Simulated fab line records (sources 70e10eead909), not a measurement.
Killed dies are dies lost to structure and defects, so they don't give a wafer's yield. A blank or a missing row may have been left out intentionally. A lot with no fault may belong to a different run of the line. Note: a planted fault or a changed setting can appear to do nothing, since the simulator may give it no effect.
Which of the tools did it? + flow nand-harc + 33 wafers from 11 lots sampled at 5 of the route's 1159 steps

## WHAT THE GAUGES READ, wafer by wafer
NHARC_END_SORT_01.
| lot  | measured     | on        | sort_bin_2_pct (%) |
|------|--------------|-----------|--------------------|
| L495 | day 18 20:31 | prober-01 | 1.0 2.1 2.5        |
| L496 | day 19 18:23 | prober-01 | 1.8 1.5 1.5        |
| L497 | day 20 03:45 | prober-01 | 1.2 0.9 0.7        |
| L499 | day 20 09:55 | prober-01 | 1.6 1.2 1.3        |
| L500 | day 20 10:55 | prober-02 | 0.6 1.6 1.2        |
| L501 | day 20 18:31 | prober-01 | 1.0 1.8 1.5        |
| L504 | day 21 14:04 | prober-02 | 31.2 31.9 31.3     |
| L508 | day 21 22:49 | prober-02 | 35.0 27.9 33.4     |
| L511 | day 23 14:16 | prober-02 | 1.2 1.2 1.0        |
| L512 | day 24 20:17 | prober-01 | 2.2 2.1 2.5        |
| L516 | day 25 02:26 | prober-01 | 1.2 1.0 1.0        |

## EACH LOT AND THE TOOL THAT RAN IT (in order: tool; ch and the chambers of the sampled wafers; start)
| lot  | NHARC_A_BONDPAD_CMP_29        | NHARC_THIN_TSV_DESCUM_35           | NHARC_THIN_TSV_ETCH_59            | NHARC_THIN_TSV_STRIP_56              |
|------|-------------------------------|------------------------------------|-----------------------------------|--------------------------------------|
| L495 | cmp-02 ch 0,1,3, day 17 09:29 | rie-diel-02 ch 0,2,3, day 18 10:47 | rie-metal-02 ch 0,1, day 18 10:55 | plasma-asher-02 ch 0,1, day 18 11:29 |
| L496 | cmp-01 ch 1,2,3, day 18 05:13 | rie-diel-04 ch 1,2,3, day 19 08:32 | rie-metal-01 ch 0,1, day 19 08:40 | plasma-asher-01 ch 0,1, day 19 09:02 |
| L497 | cmp-01 ch 0,1, day 18 06:56   | rie-diel-04 ch 2,3, day 19 10:02   | rie-metal-02 ch 0,1, day 19 10:13 | plasma-asher-02 ch 0,1, day 19 10:40 |
| L499 | cmp-02 ch 1,3, day 18 13:25   | rie-diel-07 ch 0,1,2, day 19 13:31 | rie-metal-02 ch 0,1, day 19 13:40 | plasma-asher-01 ch 0,1, day 19 14:03 |
| L500 | cmp-01 ch 0,2,3, day 18 17:48 | rie-diel-04 ch 0,2,3, day 19 14:47 | rie-metal-03 ch 0,1, day 19 14:56 | plasma-asher-02 ch 0,1, day 19 15:25 |
| L501 | cmp-01 ch 0,1,3, day 18 22:49 | rie-diel-02 ch 0,1,3, day 19 22:42 | rie-metal-02 ch 1, day 19 22:54   | plasma-asher-02 ch 0,1, day 19 23:36 |
| L504 | cmp-01 ch 1,2,3, day 20 07:13 | rie-diel-07 ch 0,1,3, day 21 06:30 | rie-metal-02 ch 0,1, day 21 06:38 | plasma-asher-01 ch 0,1, day 21 06:59 |
| L508 | cmp-01 ch 0,2,3, day 20 13:41 | rie-diel-07 ch 0,1,3, day 21 14:01 | rie-metal-01 ch 0,1, day 21 14:10 | plasma-asher-02 ch 0,1, day 21 14:31 |
| L511 | cmp-04 ch 0,3, day 22 05:05   | rie-diel-02 ch 0,1,3, day 23 03:41 | rie-metal-01 ch 0,1, day 23 03:51 | plasma-asher-01 ch 0,1, day 23 04:14 |
| L512 | cmp-04 ch 0,2, day 23 08:14   | rie-diel-02 ch 1,2, day 24 08:06   | rie-metal-01 ch 0,1, day 24 08:18 | plasma-asher-02 ch 0,1, day 24 08:41 |
| L516 | cmp-02 ch 0,2, day 23 14:41   | rie-diel-04 ch 1,3, day 24 12:38   | rie-metal-02 ch 0,1, day 24 12:49 | plasma-asher-01 ch 0,1, day 24 13:08 |
- NHARC_A_BONDPAD_CMP_29: polishes SiCN, target thk 200 nm.
- NHARC_THIN_TSV_DESCUM_35: chemistry O2, time 3 s.
- NHARC_THIN_TSV_ETCH_59: etches the open film in Cl2/BCl3, target depth 880 nm, time 138.1 s.
- NHARC_THIN_TSV_STRIP_56: strips in O2.

## THE ANSWER, worked out from the rows above alone
Rule: the usual values come from the lots themselves. Put in order of their means at a reading, lots are off if they are a third of the lots or fewer, leave a main group of 4 or more, and stand apart from it by a gap of 3 or more times the standard deviation of the main group's means; of several such gaps the widest counts. The tables above print the reading to a certain number of digits; a main group whose means all agree to those digits is not used. Also off: a lot with no number at a reading for which 4 or more lots have one. All remaining lots with rows at the step are treated as sound.
Off: L504, L508, at NHARC_END_SORT_01 (sort_bin_2_pct). For the main group the mean is 1.4 % and the standard deviation 0.41.
If a tool, at a process step before that reading, ran all the lots that are off and no sound lot after the first of them, it fits. The gauges at NHARC_END_SORT_01 are tried like those tools. Undecided on this evidence; 2 tools fit (cmp-01 at NHARC_A_BONDPAD_CMP_29, rie-diel-07 at NHARC_THIN_TSV_DESCUM_35).

## WHAT THE SIMULATOR HAD PUT IN
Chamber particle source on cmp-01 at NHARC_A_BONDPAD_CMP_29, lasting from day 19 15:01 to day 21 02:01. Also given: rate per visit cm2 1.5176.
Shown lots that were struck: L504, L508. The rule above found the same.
